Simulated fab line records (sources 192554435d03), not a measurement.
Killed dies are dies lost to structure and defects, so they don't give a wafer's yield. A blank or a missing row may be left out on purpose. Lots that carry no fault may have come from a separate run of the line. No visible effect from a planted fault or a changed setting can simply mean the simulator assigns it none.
fab line records    flow n5_finfet
record lots=7  wafers=21
route steps=1938 shown WELL_APT@21 FIN_SAQP@102 DUMMY_GATE@246 SD_EPI_P@312 SD_ACTIVATION@330
start_h: the number of hours between the record's first day and the start of the first shown wafer of the lot    wait_h: how many hours have passed since the lot's step before this one    " the same as in the row above    L1.1+2: several wafers, shown together as one row    - no value, or no start given    * or withheld: withheld    < > ~ a bound
route shown NAME@n: NAME is a module with steps in the file, n the number in the route of the first one    usual: mean and standard deviation over wafers with no fault    same: alike in all rows    chamber/n: place in a boat    sites: readings site by site    _std_site: the standard deviation of these    _edge_site: mean of outer sites minus mean of inner sites    radius_mm: how far each site lies from the wafer's centre    mask NAME#n: copy n    behind: tool/chamber where the wafer was last shaped    hold: what put the lot on hold/how long, in hours/how the hold closed    device: whichever transistor did not switch (one of n, p or np)    end of line: the same wafers' tests at the end of the route    a step with no rows: only its recipe    killed: at the first sort, the dies lost to defects and structure; wafer yield is something else    map: shows each die of a wafer: x if killed, . if not, _ if none is there
set.NAME: the setting as run; set.NAME@STEP: as run at that earlier step    model.NAME: the simulator's own value behind a step, which no gauge read
lots where settings were altered on purpose, with a table for each step and a row for each wafer
## steps
# step N5_WELL_APT_COAT_02
# recipe spin_rpm=1357  resist_thk_nm=950
lot.wafer  tool            chamber  start_h  wait_h  set.spin_rpm  model.coat_of_WELL_APT_COAT_02.thk_nm
L075.2     litho_track-05  0        -        -       1357          951.8
L075.4     "               0        "        "       1274          984.4
L075.5     "               0        "        "       1357          950.2
L081.4     litho_track-05  0        -        -       1309          972
L081.5     "               0        "        "       1357          950.4
L081.6     "               0        "        "       1357          952.6
L082.2     litho_track-05  0        -        -       1442          922.8
L082.3     "               0        "        "       1442          920
L082.6     "               0        "        "       1357          948
L085.1     litho_track-01  0        -        -       1237          991.4
L085.2     "               0        "        "       1357          948.1
L085.5     "               0        "        "       1237          992.9
L088.2     litho_track-05  0        -        -       1318          968.5
L088.5     "               0        "        "       1357          950.8
L088.6     "               0        "        "       1357          954.3
L093.2     litho_track-05  0        -        -       1357          948.5
L093.4     "               0        "        "       1357          952.9
L093.6     "               0        "        "       1357          950.8
L095.1     litho_track-02  0        -        -       1224          992.2
L095.3     "               0        "        "       1357          945.9
L095.4     "               0        "        "       1224          992.7
# step N5_WELL_APT_PEB_06
# recipe peb_temp_c=130  peb_time_s=90
lot.wafer   tool            chamber  start_h  wait_h  set.peb_temp_c
L075.2+4    litho_track-05  0        19.72    0.0     130
L075.5      "               0        "        "       127.5
L081.4+5+6  litho_track-02  0        55.64    0.0     130
L082.2+6    litho_track-02  0        61.57    0.0     130
L082.3      "               0        "        "       128.5
L085.1+2+5  litho_track-05  0        79.59    0.1     130
L088.2+5    litho_track-05  0        97.58    0.0     130
L088.6      "               0        "        "       128.3
L093.2+4+6  litho_track-02  0        127.75   0.0     130
L095.1      litho_track-01  0        139.44   0.1     132.2
L095.3+4    "               0        "        "       130
# step N5_WELL_APT_DEVELOP_07
# recipe develop_time_s=45  rinse_liquid=surfactant_rinse  dry=air_spin  dev_temp_c=21
# step N5_WELL_APT_HARDBAKE_12
# recipe temp_c=130  time_s=120
# step N5_WELL_APT_CD_MEAS_08
# recipe target_cd_nm=200  landing_energy_ev=500  detector=se_inlens
# usual cd_nm=200.0/1.3
lot.wafer  tool       chamber  start_h  wait_h  set.peb_temp_c@WELL_APT_PEB_06  cd_nm
L075.2     cd_sem-03  0        19.83    -       130                             199.3
L075.4     "          0        "        "       130                             199.1
L075.5     "          0        "        "       127.5                           189.0
L081.4     cd_sem-02  0        55.75    -       130                             197.6
L081.5     "          0        "        "       130                             198.4
L081.6     "          0        "        "       130                             198.1
L082.2     cd_sem-01  0        61.68    -       130                             200.2
L082.3     "          0        "        "       128.5                           195.3
L082.6     "          0        "        "       130                             199.0
L085.1     cd_sem-01  0        79.70    -       130                             196.5
L085.2     "          0        "        "       130                             199.5
L085.5     "          0        "        "       130                             196.6
L088.2     cd_sem-03  0        97.70    -       130                             200.0
L088.5     "          0        "        "       130                             201.4
L088.6     "          0        "        "       128.3                           192.2
L093.2     cd_sem-01  0        127.86   -       130                             200.1
L093.4     "          0        "        "       130                             201.2
L093.6     "          0        "        "       130                             201.4
L095.1     cd_sem-02  0        139.56   -       132.2                           206.0
L095.3     "          0        "        "       130                             199.5
L095.4     "          0        "        "       130                             197.2
# step N5_WELL_APT_DESCUM_13
# recipe chemistry=O2  time_s=7.9  source_power_w=50  bias_power_w=20  pressure_mtorr=20  rf_frequency_hz=2.712e+07  temp_c=40  o2_flow_sccm=225
lot.wafer  tool         chamber  start_h  wait_h  set.peb_temp_c@WELL_APT_PEB_06  model.WELL_APT.cd_nm
L075.2     rie_diel-05  2        20.22    0.3     130                             199.2
L075.4     "            1        "        "       130                             199.5
L075.5     "            3        "        "       127.5                           189.1
L081.4     rie_diel-06  2        55.87    0.1     130                             197.6
L081.5     "            1        "        "       130                             198.3
L081.6     "            2        "        "       130                             198
L082.2     rie_diel-06  2        61.77    0.0     130                             200
L082.3     "            0        "        "       128.5                           195.7
L082.6     "            0        "        "       130                             199.4
L085.1     rie_diel-02  3        79.79    0.0     130                             196.5
L085.2     "            0        "        "       130                             199.4
L085.5     "            1        "        "       130                             196.7
L088.2     rie_diel-05  2        97.79    0.0     130                             199.6
L088.5     "            0        "        "       130                             201.3
L088.6     "            3        "        "       128.3                           192.2
L093.2     rie_diel-06  3        127.95   0.0     130                             200
L093.4     "            2        "        "       130                             201.6
L093.6     "            1        "        "       130                             201.2
L095.1     rie_diel-02  0        139.65   0.0     132.2                           206.2
L095.3     "            3        "        "       130                             199.3
L095.4     "            2        "        "       130                             196.9
# step N5_WELL_APT_COAT_19
# recipe spin_rpm=1357  resist_thk_nm=950
lot.wafer  tool            chamber  start_h  wait_h  set.spin_rpm  model.coat_of_WELL_APT_COAT_19.thk_nm
L075.2     litho_track-05  0        -        -       1357          950
L075.4     "               0        "        "       1242          993.2
L075.5     "               0        "        "       1357          952
L081.4     litho_track-02  0        -        -       1357          951.4
L081.5     "               0        "        "       1357          948.4
L081.6     "               0        "        "       1357          950.6
L082.2     litho_track-05  0        -        -       1252          989
L082.3     "               0        "        "       1252          991.5
L082.6     "               0        "        "       1252          990.9
L085.1     litho_track-02  0        -        -       1357          950.5
L085.2     "               0        "        "       1357          948.4
L085.5     "               0        "        "       1503          901.5
L088.2     litho_track-01  0        -        -       1357          953
L088.5     "               0        "        "       1502          903.3
L088.6     "               0        "        "       1357          947.5
L093.2     litho_track-02  0        -        -       1357          943.7
L093.4     "               0        "        "       1357          946.2
L093.6     "               0        "        "       1357          943.3
L095.1     litho_track-01  0        -        -       1397          934.9
L095.3     "               0        "        "       1397          933.3
L095.4     "               0        "        "       1357          944.5
# step N5_WELL_APT_DEVELOP_24
# recipe develop_time_s=45  rinse_liquid=surfactant_rinse  dry=air_spin  dev_temp_c=21
lot.wafer  tool            chamber  start_h  wait_h  set.develop_time_s  set.peb_temp_c@WELL_APT_PEB_06  model.WELL_APT.cd_nm
L075.2     litho_track-01  0        -        -       45                  130                             199.2
L075.4     "               0        "        "       45                  130                             199.5
L075.5     "               0        "        "       45                  127.5                           189.1
L081.4     litho_track-01  0        -        -       45                  130                             197.6
L081.5     "               0        "        "       45                  130                             198.3
L081.6     "               0        "        "       51.87               130                             200.5
L082.2     litho_track-05  0        -        -       36.49               130                             197.5
L082.3     "               0        "        "       45                  128.5                           195.7
L082.6     "               0        "        "       45                  130                             199.4
L085.1     litho_track-05  0        -        -       45                  130                             196.5
L085.2     "               0        "        "       45                  130                             199.4
L085.5     "               0        "        "       38.4                130                             203.6
L088.2     litho_track-05  0        -        -       45                  130                             199.6
L088.5     "               0        "        "       45                  130                             201.3
L088.6     "               0        "        "       45                  128.3                           192.2
L093.2     litho_track-02  0        -        -       45                  130                             200
L093.4     "               0        "        "       45                  130                             201.6
L093.6     "               0        "        "       45                  130                             201.2
L095.1     litho_track-05  0        -        -       45                  132.2                           206.2
L095.3     "               0        "        "       45                  130                             199.3
L095.4     "               0        "        "       45                  130                             196.9
# step N5_FIN_SAQP_HM_DEP_72
# recipe material=SiO2  target_thk_a=120  temp_c=400  precursor=SiH4/N2O  pressure_torr=0.75  rf_w=275  time_s=7.2
lot.wafer  tool      chamber  start_h  wait_h  set.time_s  model.SiO2_of_FIN_SAQP_HM_DEP_72.thk_nm
L075.2     pecvd-02  1        29.06    0.0     7.2         11.86
L075.4     "         1        "        "       7.2         12.05
L075.5     "         0        "        "       7.2         12.33
L081.4     pecvd-02  0        63.79    0.1     6.763       11.14
L081.5     "         1        "        "       7.2         11.86
L081.6     "         2        "        "       6.763       11.27
L082.2     pecvd-04  1        69.85    0.0     7.2         12.13
L082.3     "         0        "        "       7.2         12.16
L082.6     "         2        "        "       7.2         12.18
L085.1     pecvd-02  0        88.79    0.0     7.82        12.85
L085.2     "         2        "        "       7.2         12.01
L085.5     "         0        "        "       7.82        13.05
L088.2     pecvd-03  1        105.90   0.0     7.2         12.04
L088.5     "         2        "        "       7.768       13.11
L088.6     "         0        "        "       7.768       12.86
L093.2     pecvd-03  0        141.59   0.0     7.2         12.05
L093.4     "         1        "        "       7.2         12.13
L093.6     "         0        "        "       7.2         12.11
L095.1     pecvd-02  2        148.85   0.0     7.2         12.02
L095.3     "         1        "        "       7.2         12.18
L095.4     "         0        "        "       7.2         12.3
# step N5_FIN_SAQP_EXPOSE_13
# recipe mask_id=FIN_CORE  na=1.35  source_shape=dipole  sigma_inner=0.538  sigma_outer=0.738  polarization=te  target_cd_nm=35.6  dose_mj=63.25
lot.wafer   tool             chamber  start_h  wait_h  mask        set.dose_mj
L075.2      arfi_scanner-01  0        29.41    -       FIN_CORE#0  63.25
L075.4+5    "                0        "        "       FIN_CORE#0  59.89
L081.4+5    arfi_scanner-01  0        64.10    -       FIN_CORE#0  63.25
L081.6      "                0        "        "       FIN_CORE#0  60.66
L082.2+3+6  arfi_scanner-03  0        70.18    -       FIN_CORE#0  63.25
L085.1      arfi_scanner-01  0        89.10    -       FIN_CORE#0  59.47
L085.2+5    "                0        "        "       FIN_CORE#0  63.25
L088.2+5    arfi_scanner-01  0        106.22   -       FIN_CORE#0  63.25
L088.6      "                0        "        "       FIN_CORE#0  64.66
L093.2+4+6  arfi_scanner-01  0        141.92   -       FIN_CORE#0  63.25
L095.1+3    arfi_scanner-01  0        149.16   -       FIN_CORE#0  65.99
L095.4      "                0        "        "       FIN_CORE#0  63.25
# step N5_FIN_SAQP_PEB_14
# recipe peb_temp_c=withheld  peb_time_s=60  resist=CAR-ArF
# step N5_FIN_SAQP_DEVELOP_15
# recipe develop_time_s=30  developer=TMAH  resist=CAR-ArF  dev_temp_c=23  rinse_liquid=diw  dry=air_spin
# step N5_FIN_SAQP_CD_MEAS_16
# recipe target_cd_nm=35.6  landing_energy_ev=500  detector=se_inlens
# usual cd_nm=35.59/0.25
lot.wafer  tool       chamber  start_h  wait_h  set.dose_mj@FIN_SAQP_EXPOSE_13  cd_nm
L075.2     cd_sem-03  0        29.53    -       63.25                           35.78
L075.4     "          0        "        "       59.89                           37.11
L075.5     "          0        "        "       59.89                           37.17
L081.4     cd_sem-01  0        64.22    -       63.25                           35.83
L081.5     "          0        "        "       63.25                           35.74
L081.6     "          0        "        "       60.66                           36.99
L082.2     cd_sem-01  0        70.30    -       63.25                           35.90
L082.3     "          0        "        "       63.25                           35.89
L082.6     "          0        "        "       63.25                           35.52
L085.1     cd_sem-02  0        89.23    -       59.47                           36.57
L085.2     "          0        "        "       63.25                           35.09
L085.5     "          0        "        "       63.25                           35.05
L088.2     cd_sem-01  0        106.35   -       63.25                           35.33
L088.5     "          0        "        "       63.25                           35.37
L088.6     "          0        "        "       64.66                           35.10
L093.2     cd_sem-01  0        142.04   -       63.25                           35.74
L093.4     "          0        "        "       63.25                           35.84
L093.6     "          0        "        "       63.25                           35.63
L095.1     cd_sem-02  0        149.29   -       65.99                           34.51
L095.3     "          0        "        "       65.99                           34.07
L095.4     "          0        "        "       63.25                           35.41
# step N5_FIN_SAQP_ETCH_52
# recipe chemistry=N2/H2  target=SOC  target_depth_a=1000  overetch_a=200  mask_material=SiARC  temp_c=40  time_s=150  ion_energy_ev=200  pressure_mtorr=30  source_w=840  bias_w=150  n2_flow_sccm=200  h2_flow_sccm=200  ends=end_point
# step N5_FIN_SAQP_STRIP_53
# recipe chemistry=N2/H2  temp_c=40  n2_flow_sccm=200  h2_flow_sccm=200  rf_frequency_hz=6e+07
# step N5_FIN_SAQP_HM_OPEN_73
# recipe chemistry=CHF3/O2  target=SiO2  stop_on=a-Si  target_depth_a=120  over_etch_frac=1.8  mask_material=SOC  time_s=16.8  pressure_mtorr=30  source_w=650  bias_w=170  Ar_flow_sccm=200  CHF3_flow_sccm=50  O2_flow_sccm=5  ion_energy_ev=200  ends=end_point
lot.wafer  tool         chamber  start_h  wait_h  set.time_s@FIN_SAQP_HM_DEP_72  model.etch.depth_nm
L075.2     rie_diel-02  2        29.85    0.0     7.2                            11.86
L075.4     "            0        "        "       7.2                            12.05
L075.5     "            1        "        "       7.2                            12.33
L081.4     rie_diel-05  3        64.50    0.0     6.763                          11.14
L081.5     "            3        "        "       7.2                            11.86
L081.6     "            0        "        "       6.763                          11.27
L082.2     rie_diel-05  1        70.59    0.0     7.2                            12.13
L082.3     "            3        "        "       7.2                            12.16
L082.6     "            0        "        "       7.2                            12.18
L085.1     rie_diel-06  2        89.66    0.0     7.82                           12.85
L085.2     "            3        "        "       7.2                            12.01
L085.5     "            2        "        "       7.82                           13.05
L088.2     rie_diel-06  1        106.64   0.0     7.2                            12.04
L088.5     "            0        "        "       7.768                          13.11
L088.6     "            3        "        "       7.768                          12.86
L093.2     rie_diel-06  0        142.33   0.0     7.2                            12.05
L093.4     "            3        "        "       7.2                            12.13
L093.6     "            0        "        "       7.2                            12.11
L095.1     rie_diel-05  1        149.63   0.0     7.2                            12.02
L095.3     "            3        "        "       7.2                            12.18
L095.4     "            1        "        "       7.2                            12.3
# step N5_DUMMY_GATE_ETCH_32
# recipe chemistry=CF4  target=SiO2  target_depth_a=35  time_s=3.9  ion_energy_ev=350  pressure_mtorr=10  icp_w=800  bias_w=400  cf4_flow_sccm=80
lot.wafer  tool       chamber  start_h  wait_h  set.time_s  model.etch.depth_nm
L075.2     rie_si-06  1        55.62    0.1     3.672       3.331
L075.4     "          3        "        "       3.672       3.276
L075.5     "          2        "        "       3.9         3.503
L081.4     rie_si-05  0        91.89    0.1     3.9         3.494
L081.5     "          2        "        "       3.9         3.431
L081.6     "          1        "        "       3.9         3.533
L082.2     rie_si-06  0        97.42    0.1     3.17        2.803
L082.3     "          1        "        "       3.9         3.529
L082.6     "          2        "        "       3.17        2.846
L085.1     rie_si-02  3        119.29   0.1     3.9         3.459
L085.2     "          1        "        "       3.9         3.478
L085.5     "          1        "        "       3.9         3.496
L088.2     rie_si-05  2        131.71   0.1     4.174       3.683
L088.5     "          0        "        "       4.174       3.756
L088.6     "          3        "        "       3.9         3.486
L093.2     rie_si-05  3        166.38   0.1     3.9         3.516
L093.4     "          2        "        "       3.9         3.468
L093.6     "          2        "        "       3.9         3.479
L095.1     rie_si-05  1        177.57   0.1     3.04        2.733
L095.3     "          3        "        "       3.9         3.51
L095.4     "          0        "        "       3.04        2.732
# step N5_DUMMY_GATE_ETCH_42
# recipe chemistry=CHF3/O2  target=SiO2  target_depth_a=35  time_s=31  ion_energy_ev=30  bias_w=12  pressure_mtorr=30  source_w=600  Ar_flow_sccm=200  CHF3_flow_sccm=50  O2_flow_sccm=5
# usual rf_vpp_V=42.5/0.91
lot.wafer  tool         chamber  start_h  wait_h  set.bias_w  rf_vpp_V
L075.2     rie_diel-01  3        55.87    0.0     12.78       43.8
L075.4     "            0        "        "       12.78       43.4
L075.5     "            3        "        "       12          42.3
L081.4     rie_diel-04  0        92.14    0.0     12          42.1
L081.5     "            1        "        "       9.874       37.7
L081.6     "            0        "        "       12          42.1
L082.2     rie_diel-03  1        97.67    0.0     12.91       45.0
L082.3     "            0        "        "       12          41.3
L082.6     "            2        "        "       12          40.5
L085.1     rie_diel-01  1        119.65   0.2     12          43.6
L085.2     "            3        "        "       10.85       40.3
L085.5     "            1        "        "       10.85       38.7
L088.2     rie_diel-04  1        132.06   0.1     13.13       45.6
L088.5     "            0        "        "       12          41.6
L088.6     "            1        "        "       13.13       44.6
L093.2     rie_diel-01  1        166.65   0.1     12          42.1
L093.4     "            3        "        "       12          42.6
L093.6     "            2        "        "       12          41.2
L095.1     rie_diel-04  3        177.81   0.0     12          42.0
L095.3     "            1        "        "       11.41       41.7
L095.4     "            0        "        "       12          41.4
# step N5_SD_EPI_P_ETCH_16
# recipe chemistry=CHF3/O2  target=SiO2  target_depth_a=50  mask_material=SOC  pressure_mtorr=30  source_w=650  bias_w=170  Ar_flow_sccm=200  CHF3_flow_sccm=50  O2_flow_sccm=5  ion_energy_ev=200
lot.wafer  tool         chamber  start_h  wait_h  set.target_depth_a  model.etch.depth_nm
L075.2     rie_diel-03  3        62.16    0.1     50                  4.885
L075.4     "            0        "        "       51.99               5.22
L075.5     "            3        "        "       51.99               5.073
L081.4     rie_diel-01  1        99.24    0.0     50                  4.929
L081.5     "            2        "        "       50                  4.961
L081.6     "            3        "        "       50                  5.107
L082.2     rie_diel-03  2        107.06   0.1     50                  4.915
L082.3     "            3        "        "       46.82               4.576
L082.6     "            3        "        "       50                  4.907
L085.1     rie_diel-04  3        125.92   0.1     44.53               4.474
L085.2     "            0        "        "       50                  5.031
L085.5     "            3        "        "       44.53               4.431
L088.2     rie_diel-03  1        138.55   0.1     50                  4.989
L088.5     "            2        "        "       50                  4.973
L088.6     "            0        "        "       47.79               4.799
L093.2     rie_diel-03  0        173.05   0.1     50                  5.019
L093.4     "            1        "        "       50                  4.967
L093.6     "            3        "        "       50                  5.043
L095.1     rie_diel-03  2        185.84   0.1     50                  4.979
L095.3     "            0        "        "       50                  5.026
L095.4     "            2        "        "       50                  5.038
# step N5_SD_EPI_P_EPI_21
# recipe material=SiGe:B  dopant=B  temp_c=550  pressure_torr=20  ambient=H2  time_s=355
lot.wafer  tool          chamber  start_h  wait_h  set.temp_c  model.SiGe-B_of_SD_EPI_P_EPI_21.thk_nm
L075.2     epi_rpcvd-02  0        63.25    0.5     548.9       59.6
L075.4     "             0        "        "       550         61
L075.5     "             0        "        "       550         61.6
L081.4     epi_rpcvd-02  0        101.04   1.1     550         59.4
L081.5     "             0        "        "       548.9       58.2
L081.6     "             0        "        "       550         59.8
L082.2     epi_rpcvd-01  0        108.40   0.6     550         61
L082.3     "             0        "        "       550         62
L082.6     "             0        110.32   2.4     553.3       67
L085.1     epi_rpcvd-04  0        127.03   0.4     547.3       58
L085.2     "             0        "        "       547.3       58.4
L085.5     "             0        130.45   3.5     550         60.6
L088.2+5   epi_rpcvd-02  0        139.70   0.5     550         59.2
L088.6     "             0        141.14   1.8     549         58.8
L093.2     epi_rpcvd-04  0        174.38   0.6     550         61
L093.4     "             0        "        "       550         61.4
L093.6     "             0        "        "       550         61.6
L095.1     epi_rpcvd-04  0        186.69   0.2     546.1       55.8
L095.3     "             0        "        "       550         60.8
L095.4     "             0        "        "       550         61
# step N5_SD_EPI_P_EPI_MEAS_23
# recipe mode=xrd
# usual thk_nm=61.0/1.2
lot.wafer  tool           chamber  start_h  wait_h  set.temp_c@SD_EPI_P_EPI_21  thk_nm
L075.2     film_metro-01  -        65.09    1.5     548.9                       58.5
L075.4     "              -        "        "       550                         60.7
L075.5     "              -        "        "       550                         59.0
L081.4     film_metro-02  -        102.16   0.8     550                         60.1
L081.5     "              -        "        "       548.9                       58.0
L081.6     "              -        "        "       550                         59.3
L082.2     film_metro-02  -        110.84   2.0     550                         60.5
L082.3     "              -        "        "       550                         61.3
L082.6     "              -        "        "       553.3                       67.4
L085.1     film_metro-01  -        132.19   4.3     547.3                       57.9
L085.2     "              -        "        "       547.3                       59.0
L085.5     "              -        "        "       550                         60.2
L088.2     film_metro-02  -        141.54   1.5     550                         59.9
L088.5     "              -        "        "       550                         58.4
L088.6     "              -        "        "       549                         59.8
L093.2     film_metro-02  -        176.82   2.0     550                         61.1
L093.4     "              -        "        "       550                         62.5
L093.6     "              -        "        "       550                         61.0
L095.1     film_metro-02  -        189.62   2.5     546.1                       55.1
L095.3     "              -        "        "       550                         60.8
L095.4     "              -        "        "       550                         60.0
# step N5_SD_EPI_P_HM_STRIP_48
# recipe chemistry=H3PO4  temp_c=160  material=SiNx  target=SiNx  target_depth_a=30  overetch_fraction=0.3
# step N5_SD_EPI_P_SRD_49
# recipe dry=ipa_marangoni  time_s=30  temp_c=23  rinse_liquid=diw
# step N5_SD_ACTIVATION_RTA_00
# recipe temp_c=975  time_s=0  ambient=N2  idle_temp_c=600  ramp_up_c_per_s=150  ramp_down_c_per_s=60  cool_to_c=600
# step N5_SD_ACTIVATION_LSA_01
# recipe temp_c=1080  time_s=0.0008  ambient=N2
# step N5_SD_ACTIVATION_RS_MEAS_03
# recipe thk_meas_gauge=four-point-probe
# usual RS_SD_N=21.92/0.28  RS_SD_P=56.0/0.9
lot.wafer  tool           chamber  start_h  wait_h  set.temp_c@SD_EPI_P_EPI_21  RS_SD_N[ohm/sq]  RS_SD_P[ohm/sq]
L075.2     film_metro-01  -        65.72    0.2     548.9                       21.86            57.4
L075.4     "              -        "        "       550                         21.86            56.3
L075.5     "              -        "        "       550                         22.17            55.6
L081.4     film_metro-01  -        102.83   0.1     550                         22.02            58.2
L081.5     "              -        "        "       548.9                       21.92            59.2
L081.6     "              -        "        "       550                         22.09            57.7
L082.2     film_metro-01  -        111.52   0.2     550                         21.77            56.0
L082.3     "              -        "        "       550                         21.42            54.8
L082.6     "              -        "        "       553.3                       22.04            51.0
L085.1     film_metro-01  -        132.82   0.2     547.3                       21.95            58.6
L085.2     "              -        "        "       547.3                       22.01            57.8
L085.5     "              -        "        "       550                         21.94            55.2
L088.2     film_metro-02  -        142.27   0.2     550                         21.94            57.0
L088.5     "              -        "        "       550                         21.91            57.4
L088.6     "              -        "        "       549                         22.01            57.2
L093.2     film_metro-02  -        177.44   0.2     550                         22.21            55.4
L093.4     "              -        "        "       550                         22.41            55.4
L093.6     "              -        "        "       550                         22.39            55.3
L095.1     film_metro-02  -        190.59   0.2     546.1                       22.05            62.0
L095.3     "              -        "        "       550                         22.07            56.7
L095.4     "              -        "        "       550                         21.66            56.4
## key
split step=N5_WELL_APT_COAT_02  setting=spin_rpm  stated=1357  by=wafer
response step=N5_WELL_APT_COAT_02  reading=model.coat_of_WELL_APT_COAT_02.thk_nm  change=-4.91  per=1%  r=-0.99
split step=N5_WELL_APT_PEB_06  setting=peb_temp_c  stated=130  by=wafer
response step=N5_WELL_APT_CD_MEAS_08  reading=cd_nm  change=+5.04  per=1%  r=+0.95
response step=N5_WELL_APT_DESCUM_13  reading=model.WELL_APT.cd_nm  change=+5.1  per=1%  r=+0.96
response step=N5_WELL_APT_DEVELOP_24  reading=model.WELL_APT.cd_nm  change=+4.95  per=1%  r=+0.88
split step=N5_WELL_APT_COAT_19  setting=spin_rpm  stated=1357  by=wafer
response step=N5_WELL_APT_COAT_19  reading=model.coat_of_WELL_APT_COAT_19.thk_nm  change=-4.53  per=1%  r=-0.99
split step=N5_WELL_APT_DEVELOP_24  setting=develop_time_s  stated=45  by=wafer
response none clear
split step=N5_FIN_SAQP_HM_DEP_72  setting=time_s  stated=7.2  by=wafer
response step=N5_FIN_SAQP_HM_DEP_72  reading=model.SiO2_of_FIN_SAQP_HM_DEP_72.thk_nm  change=+0.113  per=1%  r=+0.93
response step=N5_FIN_SAQP_HM_OPEN_73  reading=model.etch.depth_nm  change=+0.113  per=1%  r=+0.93
split step=N5_FIN_SAQP_EXPOSE_13  setting=dose_mj  stated=63.25  by=wafer
response step=N5_FIN_SAQP_CD_MEAS_16  reading=cd_nm  change=-0.254  per=1%  r=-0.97
split step=N5_DUMMY_GATE_ETCH_32  setting=time_s  stated=3.9  by=wafer
response step=N5_DUMMY_GATE_ETCH_32  reading=model.etch.depth_nm  change=+0.036  per=1%  r=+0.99
split step=N5_DUMMY_GATE_ETCH_42  setting=bias_w  stated=12  by=wafer
response step=N5_DUMMY_GATE_ETCH_42  reading=rf_vpp_V  change=+0.309  per=1%  r=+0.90
split step=N5_SD_EPI_P_ETCH_16  setting=target_depth_a  stated=50  by=wafer
response step=N5_SD_EPI_P_ETCH_16  reading=model.etch.depth_nm  change=+0.0527  per=1%  r=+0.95
split step=N5_SD_EPI_P_EPI_21  setting=temp_c  stated=550  by=wafer
response step=N5_SD_EPI_P_EPI_21  reading=model.SiGe-B_of_SD_EPI_P_EPI_21.thk_nm  change=+7.22  per=1%  r=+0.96
response step=N5_SD_EPI_P_EPI_MEAS_23  reading=thk_nm  change=*  per=1%  r=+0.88
response step=N5_SD_ACTIVATION_RS_MEAS_03  reading=RS_SD_P  change=-7.05  per=1%  r=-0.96
